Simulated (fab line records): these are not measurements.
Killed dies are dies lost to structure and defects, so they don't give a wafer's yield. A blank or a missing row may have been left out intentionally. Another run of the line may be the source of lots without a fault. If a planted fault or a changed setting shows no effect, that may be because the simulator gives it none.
Code-filled problem report in 8D (eight disciplines) form	flow n5-finfet	the parts of the form that need people (team, actions taken, sign-off) are left out

## 1. THE PROBLEM
run-length-s at N5_BEOL_M10_VIA_ETCH_34 reads a mean of 86.3 s on 2 wafers of 2 lots; wafers without a fault read 92.5 s with a standard deviation of 0.44. That is -14 standard deviations from the usual mean.
The step: etches SiCOH lowk in C4F6/O2, target depth 184.5 nm, time 69.2 s.
Earliest sighting: wafer L942.6 on rie-diel-06 at day 13 20:26. The record has a number at this step for 18 wafers belonging to 6 lots. The rule behind "out" and "out of limits": a value lying over 4 standard deviations away from the usual mean. All remaining wafers that have a number are taken as sound.

## 2. WHAT IT IS; WHAT IT IS NOT
question	is	is not
which readings at this step	run-length-s	drypump-motor-current-A, oes_f_703_au, oes_o_777_au, oes-product-au, rf-vpp-V, showerhead-plenum-p-Torr, throttle-valve-pct
which lots	L942, L945	L930, L937, L948, L951
which wafers of those lots	L942.6, L945.1	L942.1, L942.2, L945.2, L945.6
read on which tools	rie-diel-06	rie-diel-02, rie-diel-03
when	from day 13 20:26	up to then (8 sound wafers); but 8 sound wafers of L945, L948, L951 came after

## 3. SUSPECTS, AND WHAT RULES EACH OUT
Counting: any tool at a process step up to the reading remains a suspect provided it ran every lot that is out. Sound lots after the first of them don't rule it out here, since some wafers of a struck lot are sound.
- rie-diel-06 at N5_BEOL_M10_DESCUM_33 (chemistry O2, time 7.9 s): kept. It processed each lot that is out (first: L942, day 13 20:14); up to then, its last sound lot is L930 (day 10 16:55).
- rie-diel-06 at N5_BEOL_M10_ETCH_65 (etches SiARC in CF4, target depth 39 nm, time 65 s): kept. It processed each lot that is out (first: L942, day 13 20:16); up to then, its last sound lot is L930 (day 10 16:57).
- rie-diel-06 at N5_BEOL_M10_ETCH_66 (etches SOC in N2/H2, target depth 120 nm, overetch 24 nm, time 180 s): kept. It processed each lot that is out (first: L942, day 13 20:19); up to then, its last sound lot is L930 (day 10 17:00).
- rie-diel-06 at N5_BEOL_M10_VIA_ETCH_34 (etches SiCOH lowk in C4F6/O2, target depth 184.5 nm, time 69.2 s): kept. It processed each lot that is out (first: L942, day 13 20:26); up to then, its last sound lot is L930 (day 10 17:07). On those wafers its own readings are out: run-length-s.
- Within rie-diel-06 at N5_BEOL_M10_DESCUM_33: the wafers that are out ran in chamber 0; their sound lot-mates ran in chambers 2, 3.
- Within rie-diel-06 at N5_BEOL_M10_ETCH_65: the wafers that are out ran in chamber 0; their sound lot-mates ran in chambers 2, 3.
- Within rie-diel-06 at N5_BEOL_M10_ETCH_66: the wafers that are out ran in chamber 0; their sound lot-mates ran in chambers 2, 3.
- Within rie-diel-06 at N5_BEOL_M10_VIA_ETCH_34: the wafers that are out ran in chamber 0; their sound lot-mates ran in chambers 2, 3.
Left after counting: rie-diel-06 at N5_BEOL_M10_DESCUM_33, rie-diel-06 at N5_BEOL_M10_ETCH_65, rie-diel-06 at N5_BEOL_M10_ETCH_66, rie-diel-06 at N5_BEOL_M10_VIA_ETCH_34.

## 4. THE CAUSE (what the simulator had put in)
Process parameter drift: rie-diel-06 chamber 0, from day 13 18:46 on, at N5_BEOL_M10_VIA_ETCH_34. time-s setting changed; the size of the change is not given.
This tool is one of the 4 suspects left after counting.

## 5. THE CHAIN OF EFFECTS, in route order
Each row: a reading where the mean over the struck wafers with a number is more than 3 standard deviations away from the usual. Only readings whose record carries a usual standard deviation are examined. hours: median over the lots of the time between each lot's start at the first step of this table that gives one and its start at this step. sigmas: the change, counted in usual standard deviations.
hours	step	reading	usual	on struck wafers	change	sigmas
0	N5_BEOL_M10_VIA_ETCH_34	run-length-s	92.5 s	86.3	-6.2	-14
Here are the process steps it includes:
- N5_BEOL_M10_VIA_ETCH_34: etches SiCOH lowk in C4F6/O2, target depth 184.5 nm, time 69.2 s.
Readings that are blank on the struck wafers while sound wafers have them: rf-fwd-power-W at N5_BEOL_M10_VIA_ETCH_34.

## 6. HOW IT WOULD HAVE BEEN CAUGHT EARLIER
2 hours passed between the start of the fault at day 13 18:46 and the first reading out of limits in this record, taken at day 13 20:26.
